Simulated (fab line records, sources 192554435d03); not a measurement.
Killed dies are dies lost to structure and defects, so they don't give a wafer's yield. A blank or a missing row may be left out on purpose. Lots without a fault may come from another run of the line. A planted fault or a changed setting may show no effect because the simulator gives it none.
A struck lot beside a sound one | flow n5_finfet | 16 steps out of a route of 1938
Sound: wafers L848.1, L848.2, L848.6. Struck: wafers L863.1, L863.2. (L863.3 of the same lot was not struck and is left out.) The cause comes at the end.
At each step with rows: each side's tool, then ch and its chambers, then its first start. Under that, the readings that differ: sound wafers | struck wafers | difference of the means | sigmas: that difference in standard deviations of wafers without a fault.
alike: readings whose means differ by less than 2 such deviations, and words and numbers that are the same on both sides. not compared: withheld readings, readings that some wafer has no value for, bounds like >300 that may hide the same value, and numbers for which the record gives no deviation and whose values overlap.
The two part at a step that has a row with sigmas, a row that says differs or no value, or rows on one side only. Numbers that don't overlap but have no deviation are shown without sigmas and don't part them. A reading that every wafer of one side lacks parts them only if that side has two wafers or more.

first, 1 step without rows for these wafers: N5_BEOL_M3_DESCUM_33 (chemistry O2, time 7 s).
N5_BEOL_M3_ETCH_77: etches underlayer in N2/H2, target depth 6.5 nm, time 5.2 s.
  sound on rie_diel-04 ch 0,1,3, day 8 05:04; struck on rie_diel-02 ch 2,3, day 11 02:23
  alike: chamber_pressure_mTorr, drypump_motor_current_A, etch_rf_on_time_s, n2_flow_sccm, oes_product_au, rf_vpp_V, showerhead_plenum_p_Torr, throttle_valve_pct
  not compared: rf_hours_counter_h
N5_BEOL_M3_ETCH_69: etches SiARC in CF4, target depth 15.6 nm, time 26 s.
  sound on rie_diel-04 ch 0,1,3, day 8 05:05; struck on rie_diel-02 ch 2,3, day 11 02:25
  alike: chamber_pressure_mTorr, drypump_motor_current_A, etch_rf_on_time_s, oes_product_au, rf_vpp_V, showerhead_plenum_p_Torr, throttle_valve_pct
  not compared: rf_hours_counter_h
N5_BEOL_M3_ALD_98: deposits SiO2, target thk 2.5 nm, pulse time 1 s, co reactant pulse time 1 s.
  sound on ald_sin-04 ch 0,1,3, day 8 05:18; struck on ald_sin-04 ch 2,3, day 11 02:29
  alike: heater_power_w, precursor_pulse_height_rel
N5_BEOL_M3_ETCHBACK_99: etches SiO2 in CHF3, target depth 5 nm, time 10.4 s.
  sound on rie_diel-03 ch 0,2, day 8 06:37; struck on rie_diel-03 ch 1,3, day 11 03:41
  alike: chamber_pressure_mTorr, drypump_motor_current_A, oes_ar_750_au, oes_product_au, rf_vpp_V, showerhead_plenum_p_Torr, throttle_valve_pct
  not compared: rf_hours_counter_h
then, 6 steps without rows for these wafers: N5_BEOL_M3_ETCH_70 (etches SOC in N2/H2, target depth 80 nm, overetch 16 nm, time 120 s); N5_BEOL_M3_STRIP_71 (strips in N2/H2); N5_BEOL_M3_STRIP_78 (strips in N2/H2); N5_BEOL_M3_VIA_ETCH_34 (etches the open film in C4F6/O2, target depth 69.4 nm, time 65.9 s); N5_BEOL_M3_STRIP_83 (strips in C4F6/O2); N5_BEOL_M3_STRIP_36 (strips in N2/H2).
N5_BEOL_M3_TRENCH_ETCH_37: etches SiOC in C4F6/O2, target depth 55.555 nm, time 29.2 s.
  sound on rie_diel-03 ch 0,2; struck on rie_diel-03 ch 1,3
  alike: O2_flow_sccm, chamber_pressure_mTorr, drypump_motor_current_A, oes_ar_750_au, oes_product_au, rf_vpp_V, showerhead_plenum_p_Torr, throttle_valve_pct
  not compared: rf_hours_counter_h
N5_BEOL_M3_ETCH_41: etches SiCN in CH3F/O2, target depth 29.9 nm, time 52.5 s.
  sound on rie_diel-03 ch 0,2, day 8 06:53; struck on rie_diel-03 ch 1,3, day 11 03:57
  reading                  | sound             | struck     | difference | sigmas
  model.etch.depth_nm (nm) | 20.03 19.82 19.92 | 15.74 15.1 | -4.50      |
  alike: O2_flow_sccm, chamber_pressure_mTorr, drypump_motor_current_A, oes_product_au, rf_vpp_V, showerhead_plenum_p_Torr, throttle_valve_pct
  not compared: rf_hours_counter_h
then, 1 step without rows for these wafers: N5_BEOL_M3_STRIP_97 (strips in N2/H2, time 10 s).
N5_BEOL_M4_RC_MEAS_101:
  sound on prober-02 ch 0, day 8 22:43; struck on prober-01 ch 0, day 11 18:58
  alike: DIBL_N, DIBL_P, IOFF_N, IOFF_P, ION_N, ION_P, SS_N, SS_P, VT_N, VT_P
then, 1 step without rows for these wafers: N5_PASSIVATION_PROBE_49.

WHERE THEY PART
Nowhere in this record.

WHY: what the simulator had put in
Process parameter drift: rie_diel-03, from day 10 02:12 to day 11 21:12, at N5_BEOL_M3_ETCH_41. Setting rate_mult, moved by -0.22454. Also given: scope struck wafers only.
